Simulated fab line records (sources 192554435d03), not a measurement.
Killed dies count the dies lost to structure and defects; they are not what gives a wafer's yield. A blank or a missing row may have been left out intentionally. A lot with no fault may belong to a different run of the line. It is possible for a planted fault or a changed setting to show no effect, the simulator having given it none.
Split-lot experiment / flow n5_finfet / on a route of 1938 steps: 7 lots, 21 wafers read

ON THE SPLIT
At N5_BEOL_M3_ETCH_70 (etches SOC in N2/H2, target depth 80 nm, overetch 16 nm, time 120 s), the setting source_w was moved away from the recipe's 840 W on 3 of the 21 wafers read, by -8.4% to +9.7%. This setting was run at the recipe's value on the other wafers.

The reading comes from the split's own step.

THE READING
rf_vpp_V, in V, at N5_BEOL_M3_ETCH_70 (etches SOC in N2/H2, target depth 80 nm, overetch 16 nm, time 120 s). A value of 524.4 V with a standard deviation of 2.6 V is what fault-free wafers of this fab line usually give.

wafer=L079.1; tool, chamber at the split=rie_diel-02, 3; source_w as run, W=921.4; against the recipe=+9.7%; rf_vpp_V, V=508.8; against lot-mates on the recipe=-16.8
wafer=L079.2; tool, chamber at the split=rie_diel-02, 2; source_w as run, W=921.4; against the recipe=+9.7%; rf_vpp_V, V=506.2; against lot-mates on the recipe=-19.4
wafer=L079.5; tool, chamber at the split=rie_diel-02, 3; source_w as run, W=840; against the recipe=recipe; rf_vpp_V, V=525.6; against lot-mates on the recipe=-
wafer=L081.1; tool, chamber at the split=rie_diel-02, 3; source_w as run, W=840; against the recipe=recipe; rf_vpp_V, V=525.6; against lot-mates on the recipe=-
wafer=L081.4; tool, chamber at the split=rie_diel-02, 3; source_w as run, W=840; against the recipe=recipe; rf_vpp_V, V=524.0; against lot-mates on the recipe=-
wafer=L081.5; tool, chamber at the split=rie_diel-02, 0; source_w as run, W=840; against the recipe=recipe; rf_vpp_V, V=528.0; against lot-mates on the recipe=-
wafer=L082.2; tool, chamber at the split=rie_diel-06, 3; source_w as run, W=840; against the recipe=recipe; rf_vpp_V, V=521.9; against lot-mates on the recipe=-
wafer=L082.4; tool, chamber at the split=rie_diel-06, 2; source_w as run, W=840; against the recipe=recipe; rf_vpp_V, V=523.1; against lot-mates on the recipe=-
wafer=L082.5; tool, chamber at the split=rie_diel-06, 1; source_w as run, W=840; against the recipe=recipe; rf_vpp_V, V=518.8; against lot-mates on the recipe=-
wafer=L086.1; tool, chamber at the split=rie_diel-06, 0; source_w as run, W=840; against the recipe=recipe; rf_vpp_V, V=525.2; against lot-mates on the recipe=-
wafer=L086.5; tool, chamber at the split=rie_diel-06, 3; source_w as run, W=840; against the recipe=recipe; rf_vpp_V, V=520.7; against lot-mates on the recipe=-
wafer=L086.6; tool, chamber at the split=rie_diel-06, 2; source_w as run, W=840; against the recipe=recipe; rf_vpp_V, V=522.7; against lot-mates on the recipe=-
wafer=L087.1; tool, chamber at the split=rie_diel-02, 3; source_w as run, W=840; against the recipe=recipe; rf_vpp_V, V=527.4; against lot-mates on the recipe=-
wafer=L087.2; tool, chamber at the split=rie_diel-02, 1; source_w as run, W=769.8; against the recipe=-8.4%; rf_vpp_V, V=541.6; against lot-mates on the recipe=+16.8
wafer=L087.5; tool, chamber at the split=rie_diel-02, 2; source_w as run, W=840; against the recipe=recipe; rf_vpp_V, V=522.2; against lot-mates on the recipe=-
wafer=L090.1; tool, chamber at the split=rie_diel-05, 1; source_w as run, W=840; against the recipe=recipe; rf_vpp_V, V=526.1; against lot-mates on the recipe=-
wafer=L090.5; tool, chamber at the split=rie_diel-05, 1; source_w as run, W=840; against the recipe=recipe; rf_vpp_V, V=525.5; against lot-mates on the recipe=-
wafer=L090.6; tool, chamber at the split=rie_diel-05, 0; source_w as run, W=840; against the recipe=recipe; rf_vpp_V, V=522.4; against lot-mates on the recipe=-
wafer=L096.2; tool, chamber at the split=rie_diel-02, 1; source_w as run, W=840; against the recipe=recipe; rf_vpp_V, V=525.3; against lot-mates on the recipe=-
wafer=L096.5; tool, chamber at the split=rie_diel-02, 0; source_w as run, W=840; against the recipe=recipe; rf_vpp_V, V=527.5; against lot-mates on the recipe=-
wafer=L096.6; tool, chamber at the split=rie_diel-02, 3; source_w as run, W=840; against the recipe=recipe; rf_vpp_V, V=525.0; against lot-mates on the recipe=-

THE FIT
A straight line over all 21 wafers: rf_vpp_V changes by -1.83 V for each +1% of source_w; r = -0.94; the points scatter about the line by 2.4 V.
The same after taking each lot's own level away (the mean of its wafers on the recipe; 21 wafers): -1.91 V for each +1%; r = -0.97; scatter 1.7 V.
The reading moves by 19 V for the largest change in source_w, on that fit.
The lots' own levels span 521.27 to 525.93 V, that is 1.8 times the standard deviation above.
Consequently the slope shifts little with the lot-to-lot level, the two slopes agreeing.
Check: for one of the wafers moved furthest among these (+9.7%), held out of the fit, the line's prediction against its lot-mates is -19.4 V. Against them it came out at -16.8 V.
Tool readings at the split's step, against how far the setting was moved: rf_vpp_V r = -0.94.

ADDITIONAL SPLITS CARRIED BY THESE WAFERS
These wafers also went through other splits before the reading. Each is held against what the fit with the lots' levels taken away leaves over:
other split on the same wafers=N5_BEOL_M1_EXPOSE_25 dose_mj; wafers away from the commonest value=8; r with rf_vpp_V (lot level and that fit taken away)=+0.19
other split on the same wafers=N5_BEOL_M1_ETCH_70 source_w; wafers away from the commonest value=5; r with rf_vpp_V (lot level and that fit taken away)=+0.15
other split on the same wafers=N5_BEOL_M2_COAT_62 spin_rpm; wafers away from the commonest value=6; r with rf_vpp_V (lot level and that fit taken away)=+0.08
other split on the same wafers=N5_BEOL_M2_COAT_67 spin_rpm; wafers away from the commonest value=7; r with rf_vpp_V (lot level and that fit taken away)=-0.03

FILE'S OWN FIT
rf_vpp_V changes by -1.93 V for each +1% of source_w, r = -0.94.
